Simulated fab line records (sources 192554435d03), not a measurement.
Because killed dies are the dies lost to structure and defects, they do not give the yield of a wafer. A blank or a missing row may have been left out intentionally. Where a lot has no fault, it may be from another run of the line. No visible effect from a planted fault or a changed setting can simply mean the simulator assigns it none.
fab line records -- flow n5_finfet
[record] lots = 11, wafers = 33, last_day = 18
route steps=1938 shown MIM_TOP_LITHO@1849 PASS1_CAP@1873 TV_OPEN@1887 PASSIVATION@1936
lots untouched by any fault: they come from a run of this same line in which no faults occurred
start_h: start of the lot's first displayed wafer, in hours after the record's first day -- wait_h: time in hours since the lot's previous step -- " same as the row above -- L1.1+2: several wafers, shown together as one row -- - no value present, or no start provided -- * or withheld: withheld -- < > ~ a bound
route shown NAME@n: names a module that has steps shown in the file, with the first one's number in the route -- usual: mean/standard deviation taken from wafers without a fault -- same: alike in all rows -- chamber/n: place in a boat -- sites: per-site readings -- _std_site: the values' standard deviation -- _edge_site: inner sites' mean taken away from outer sites' mean -- radius_mm: how far each site lies from the wafer's centre -- mask NAME#n: copy n -- behind: the last tool/chamber to shape the wafer -- hold: cause of the lot's hold/its duration in hours/its outcome -- device: the transistor (n, p or np) that didn't switch -- end of line: tests run on the same wafers once the route is complete -- a step given without rows: its recipe and nothing more -- killed: count of dies lost to structure and defects at first sort (not the wafer's yield) -- map: a wafer's dies, marking killed ones x, the rest . and places with no die _
set.NAME: the setting that was run; set.NAME@STEP: the one run at that earlier step -- model.NAME: the simulator's own value behind a step, which no gauge read
the route's steps for a sample of lots (tables are steps, rows are wafers)
services: the hour from which a tool's chamber was out of use, counted from the record's first day as start_h (under 0 if before that day), plus the number of hours and why
[[steps]]
[step N5_MIM_TOP_LITHO_INSPECT_12]
[recipe] mode = adi, inspect_instrument = macro
[usual] raw_defect_count = 2.1/1.4
lot.wafer,tool,chamber,start_h,wait_h,raw_defect_count
L285.1,defect_inspect-02,-,281.86,0.0,5
L285.3,defect_inspect-02,-,281.86,0.0,4
L285.5,defect_inspect-02,-,281.86,0.0,4
L286.1,defect_inspect-01,-,300.83,0.0,2
L286.5,defect_inspect-01,-,300.83,0.0,4
L286.6,defect_inspect-01,-,300.83,0.0,4
L292.1,defect_inspect-02,-,318.13,0.0,0
L292.2,defect_inspect-02,-,318.13,0.0,3
L292.5,defect_inspect-02,-,318.13,0.0,1
L290.1,defect_inspect-02,-,336.01,0.0,2
L290.2,defect_inspect-02,-,336.01,0.0,1
L290.5,defect_inspect-02,-,336.01,0.0,2
L293.1,defect_inspect-02,-,344.57,0.0,2
L293.4,defect_inspect-02,-,344.57,0.0,2
L293.5,defect_inspect-02,-,344.57,0.0,1
L291.2,defect_inspect-01,-,346.14,0.0,6
L291.4,defect_inspect-01,-,346.14,0.0,4
L291.5,defect_inspect-01,-,346.14,0.0,0
L297.1,defect_inspect-02,-,364.88,0.0,0
L297.2,defect_inspect-02,-,364.88,0.0,3
L297.3,defect_inspect-02,-,364.88,0.0,2
L299.1,defect_inspect-02,-,372.27,0.0,1
L299.4,defect_inspect-02,-,372.27,0.0,4
L299.5,defect_inspect-02,-,372.27,0.0,4
L298.1,defect_inspect-02,-,375.05,0.0,2
L298.4,defect_inspect-02,-,375.05,0.0,1
L298.6,defect_inspect-02,-,375.05,0.0,2
L305.1,defect_inspect-01,-,396.53,0.0,0
L305.3,defect_inspect-01,-,396.53,0.0,2
L305.5,defect_inspect-01,-,396.53,0.0,1
L306.2,defect_inspect-02,-,430.61,0.0,1
L306.4,defect_inspect-02,-,430.61,0.0,3
L306.6,defect_inspect-02,-,430.61,0.0,1
[step N5_PASSIVATION_PECVD_55]
[recipe] material = SiO2, target_thk_a = 4000, temp_c = 400, precursor = SiH4/N2O, pressure_torr = 2.7, rf_w = 608, time_s = 22.5
[usual] heater_power_w = 616/89, showerhead_plenum_p_Torr = 8.17/0.14, showerhead_vpp_V = 1523/78, throttle_valve_pct = 52/3.7
[same] time_s = 22.5
lot.wafer,tool,chamber,start_h,wait_h,heater_power_w,showerhead_plenum_p_Torr,showerhead_vpp_V,throttle_valve_pct
L285.1,pecvd-04,2,283.67,0.0,510,8.13,1457,46
L285.3,pecvd-04,1,283.67,0.0,496,8.18,1513,51
L285.5,pecvd-04,0,283.67,0.0,536,7.78,1609,54
L286.1,pecvd-04,2,302.62,0.0,529,8.12,1484,46
L286.5,pecvd-04,0,302.62,0.0,581,7.77,1631,54
L286.6,pecvd-04,1,302.62,0.0,447,8.18,1482,51
L292.1,pecvd-01,0,320.24,0.0,731,8.33,1362,53
L292.2,pecvd-01,1,320.24,0.0,680,8.15,1466,54
L292.5,pecvd-01,1,320.24,0.0,673,8.13,1468,54
L290.1,pecvd-01,2,337.90,0.0,739,8.21,1615,48
L290.2,pecvd-01,1,337.90,0.0,610,8.14,1449,55
L290.5,pecvd-01,2,337.90,0.0,614,8.21,1611,48
L293.1,pecvd-04,0,346.80,0.0,540,7.77,1596,54
L293.4,pecvd-04,2,346.80,0.0,476,8.13,1447,46
L293.5,pecvd-04,0,346.80,0.0,561,7.80,1638,55
L291.2,pecvd-03,1,347.90,0.0,621,8.19,1555,52
L291.4,pecvd-03,2,347.90,0.0,658,8.21,1554,47
L291.5,pecvd-03,0,347.90,0.0,642,8.30,1557,57
L297.1,pecvd-01,2,367.10,0.0,655,8.21,1581,48
L297.2,pecvd-01,1,367.10,0.0,693,8.15,1476,54
L297.3,pecvd-01,0,367.10,0.0,773,8.33,1372,53
L299.1,pecvd-01,0,374.33,0.0,753,8.34,1344,53
L299.4,pecvd-01,1,374.33,0.0,706,8.15,1460,54
L299.5,pecvd-01,2,374.33,0.0,737,8.22,1586,48
L298.1,pecvd-04,2,377.04,0.0,424,8.12,1464,46
L298.4,pecvd-04,0,377.04,0.0,621,7.82,1639,54
L298.6,pecvd-04,1,377.04,0.0,535,8.18,1523,51
L305.1,pecvd-03,2,398.24,0.0,667,8.20,1600,46
L305.3,pecvd-03,0,398.24,0.0,601,8.30,1565,57
L305.5,pecvd-03,2,398.24,0.0,662,8.22,1600,47
L306.2,pecvd-04,2,432.41,0.0,434,8.14,1462,46
L306.4,pecvd-04,2,432.41,0.0,467,8.12,1456,46
L306.6,pecvd-04,0,432.41,0.0,515,7.79,1659,55
[step N5_PASSIVATION_PASS_ETCH_74]
[recipe] chemistry = CF4/O2, target = SiNx, target_depth_a = 2200, time_s = 110, ion_energy_ev = 100, pressure_mtorr = 40, source_w = 535, bias_w = 49, Ar_flow_sccm = 100, cf4_flow_sccm = 100, O2_flow_sccm = 10
[usual] drypump_motor_current_A = 5.8/0.45, oes_product_au = 0.79/0.1, rf_vpp_V = 241.4/2.8, showerhead_plenum_p_Torr = 2.21/0.074, throttle_valve_pct = 16.07/0.27
[same] time_s = 110
lot.wafer,tool,chamber,start_h,wait_h,drypump_motor_current_A,oes_product_au,rf_hours_counter_h,rf_vpp_V,showerhead_plenum_p_Torr,throttle_valve_pct
L285.1,rie_diel-04,3,284.56,0.0,5.7,0.95,17,243.5,2.34,15.98
L285.3,rie_diel-04,0,284.56,0.0,6.1,0.70,213,240.2,2.19,16.25
L285.5,rie_diel-04,1,284.56,0.0,6.6,0.74,-,236.8,2.11,16.20
L286.1,rie_diel-02,3,304.07,0.0,4.8,0.71,222,238.4,2.18,16.31
L286.5,rie_diel-02,1,304.07,0.0,5.9,0.88,-,242.8,2.34,15.68
L286.6,rie_diel-02,3,304.07,0.0,4.7,0.71,-,238.4,2.18,16.31
L292.1,rie_diel-05,3,321.28,0.0,5.6,0.69,232,244.9,2.17,16.56
L292.2,rie_diel-05,2,321.28,0.0,5.5,0.88,30,238.5,2.16,15.64
L292.5,rie_diel-05,0,321.28,0.0,5.4,0.66,-,242.7,2.17,16.25
L290.1,rie_diel-05,1,338.96,0.0,6.7,0.67,254,243.9,2.17,16.38
L290.2,rie_diel-05,3,338.96,0.0,5.6,0.68,240,243.8,2.17,16.56
L290.5,rie_diel-05,3,338.96,0.0,5.6,0.69,-,244.1,2.17,16.56
L293.1,rie_diel-05,0,347.35,0.0,5.4,0.98,2,241.1,2.17,15.77
L293.4,rie_diel-05,0,347.35,0.0,5.4,0.98,-,242.3,2.17,15.78
L293.5,rie_diel-05,1,347.35,0.0,6.7,0.67,-,243.9,2.17,16.39
L291.2,rie_diel-04,0,348.92,0.0,6.1,0.69,233,239.9,2.18,16.28
L291.4,rie_diel-04,2,348.92,0.0,5.5,0.72,221,243.6,2.27,16.20
L291.5,rie_diel-04,2,348.92,0.0,5.5,0.73,-,244.3,2.27,16.19
L297.1,rie_diel-02,2,368.34,0.0,5.6,0.71,195,244.1,2.19,15.90
L297.2,rie_diel-02,1,368.34,0.0,5.9,0.84,68,242.0,2.33,15.72
L297.3,rie_diel-02,3,368.34,0.0,4.8,0.70,245,239.4,2.18,16.35
L299.1,rie_diel-02,2,375.00,0.0,5.6,0.70,197,244.3,2.19,15.91
L299.4,rie_diel-02,0,375.00,0.0,6.0,0.91,17,240.3,2.16,16.02
L299.5,rie_diel-02,1,375.00,0.0,5.9,0.84,-,241.7,2.33,15.73
L298.1,rie_diel-04,1,379.26,0.0,6.6,0.72,222,236.0,2.10,16.24
L298.4,rie_diel-04,3,379.26,0.0,5.6,0.90,46,243.8,2.33,16.01
L298.6,rie_diel-04,3,379.26,0.0,5.7,0.90,-,244.4,2.33,16.03
L305.1,rie_diel-04,1,400.20,0.0,6.6,0.72,228,236.5,2.10,16.26
L305.3,rie_diel-04,3,400.20,0.0,5.7,0.89,53,245.1,2.33,16.04
L305.5,rie_diel-04,0,400.20,0.0,6.1,0.67,-,239.3,2.18,16.29
L306.2,rie_diel-05,3,434.34,0.0,5.6,0.91,13,244.4,2.16,16.14
L306.4,rie_diel-05,1,434.34,0.0,6.7,0.92,19,243.5,2.16,15.91
L306.6,rie_diel-05,0,434.34,0.0,5.4,0.91,-,241.7,2.16,15.82
[step N5_PASSIVATION_STRIP_73]
[recipe] chemistry = post_etch_residue_remover, time_s = 60, temp_c = 25, remover_ph = withheld, remover_water_wt_pct = withheld, remover_fluoride_wt_pct = withheld
[usual] run_length_s = 69/3.1, temp_c = 25.00/0.11, time_s = 60/0
lot.wafer,tool,chamber,start_h,wait_h,run_length_s,temp_c,time_s
L285.1,wet_bench-02,7,285.00,-,66,24.89,60
L285.3,wet_bench-02,0,285.00,-,66,25.04,60
L285.5,wet_bench-02,6,285.00,-,68,24.72,60
L286.1,wet_bench-04,7,304.52,-,71,24.94,60
L286.5,wet_bench-04,0,304.52,-,74,25.07,60
L286.6,wet_bench-04,3,304.52,-,71,25.15,60
L292.1,wet_bench-04,5,321.73,-,73,24.99,60
L292.2,wet_bench-04,7,321.73,-,72,25.11,60
L292.5,wet_bench-04,2,321.73,-,73,24.88,60
L290.1,wet_bench-02,3,339.40,-,73,24.83,60
L290.2,wet_bench-02,1,339.40,-,74,24.85,60
L290.5,wet_bench-02,7,339.40,-,71,25.06,60
L293.1,wet_bench-02,5,347.79,-,73,25.03,60
L293.4,wet_bench-02,3,347.79,-,74,24.85,60
L293.5,wet_bench-02,6,347.79,-,73,24.98,60
L291.2,wet_bench-02,4,349.36,-,74,24.78,60
L291.4,wet_bench-02,5,349.36,-,72,24.81,60
L291.5,wet_bench-02,1,349.36,-,73,25.09,60
L297.1,wet_bench-05,7,368.79,-,-,-,-
L297.2,wet_bench-05,0,368.79,-,-,-,-
L297.3,wet_bench-05,6,368.79,-,-,-,-
L299.1,wet_bench-02,6,375.45,-,-,-,-
L299.4,wet_bench-02,7,375.45,-,-,-,-
L299.5,wet_bench-02,4,375.45,-,-,-,-
L298.1,wet_bench-04,6,379.71,-,-,-,-
L298.4,wet_bench-04,0,379.71,-,-,-,-
L298.6,wet_bench-04,5,379.71,-,-,-,-
L305.1,wet_bench-05,5,400.65,-,72,25.05,60
L305.3,wet_bench-05,6,400.65,-,72,25.10,60
L305.5,wet_bench-05,7,400.65,-,74,24.98,60
L306.2,wet_bench-04,5,434.79,-,67,25.05,60
L306.4,wet_bench-04,7,434.79,-,66,24.85,60
L306.6,wet_bench-04,0,434.79,-,69,24.94,60
[step N5_PASSIVATION_PROBE_49]
[usual] defect_limited_yield = 91.1/1.4, killed_at_M0_to_M3 = 33/10, killed_at_M4_up = 15/5.8, killed_at_contacts = 13/5.9, killed_at_front_end = 39/11, killed_at_other = 4/3.6, killed_dies = 105/16, killed_open = 68/11, killed_short = 34/7.8, sort_bin_5_function = 5.2/0.88, sort_bin_6_memory = 3.3/0.61, sort_n_pass = 1075/16, sort_yield_pct = 91.1/1.4
[same] gross_dies = 1180, killed_at_back_side = 0, sort_bin_4_leakage[%] = 0, sort_bin_8_speed[%] = 0
lot.wafer,tool,chamber,start_h,wait_h,defect_limited_yield[%],killed_at_M0_to_M3,killed_at_M4_up,killed_at_contacts,killed_at_front_end,killed_at_other,killed_dies,killed_open,killed_short,sort_bin_5_function[%],sort_bin_6_memory[%],sort_n_pass,sort_yield_pct[%]
L299.4,prober-01,-,381.84,0.2,88.9,35,27,6,56,7,131,81,45,6.7,3.9,1049,88.9
// killed by level:class
L299.4 FIN_SAQP:geometric_particle:short=20 BEOL_M3:geometric_particle:open=12 BEOL_M4:geometric_particle:open=10 FIN_SAQP:geometric_particle:open=9 STI_FIN_REVEAL:geometric_particle:open=9 STI_FIN_REVEAL:geometric_particle:short=7 BEOL_M2:geometric_particle:open=6 MOL_CONTACT_COAG:geometric_particle:open=5
[[services]]
tool,chamber,start_h,hours,kind
rie_diel-02,3,267.45,4.0,repair
pecvd-04,0,267.48,5.5,scheduled_down
pecvd-01,2,275.48,5.5,scheduled_down
rie_diel-02,-,275.75,2.8,pm
pecvd-01,0,280.94,2.1,scheduled_down
pecvd-04,-,292.11,1.9,repair
pecvd-03,2,307.31,8.5,repair
pecvd-03,-,318.67,1.6,repair
pecvd-04,0,321.03,5.0,scheduled_down
rie_diel-05,0,325.56,-,clean
rie_diel-05,0,325.56,-,consumable_replace:focus_ring
rie_diel-05,0,325.56,16.5,scheduled_down
rie_diel-05,0,325.56,16.5,vent_cycle
pecvd-01,2,326.37,11.2,repair
pecvd-03,-,339.69,1.8,repair
rie_diel-05,1,347.76,-,clean
rie_diel-05,1,347.76,-,consumable_replace:focus_ring
rie_diel-05,1,347.76,19.1,scheduled_down
rie_diel-05,1,347.76,19.1,vent_cycle
rie_diel-05,3,368.40,-,clean
pecvd-04,-,393.61,6.0,pm
rie_diel-02,3,398.43,8.6,repair
rie_diel-02,2,422.69,3.9,repair
pecvd-04,-,429.35,0.8,repair
[[key]]
[first_sign] step = N5_PASSIVATION_STRIP_73, reading = tool_record, direction = missing
effect none on later readings
met_at N5_PASSIVATION_STRIP_73
struck_lots L297,L298,L299
not_acting_at N5_MIM_TOP_LITHO_INSPECT_12,N5_PASSIVATION_PECVD_55,N5_PASSIVATION_PASS_ETCH_74
onset_between 349.36 368.79
[fault] kind = skipped_step_whole, tool = wet_bench-02,wet_bench-04,wet_bench-05, chamber = -, onset_h = 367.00, steps = N5_PASSIVATION_STRIP_73, scope = struck_lots_only
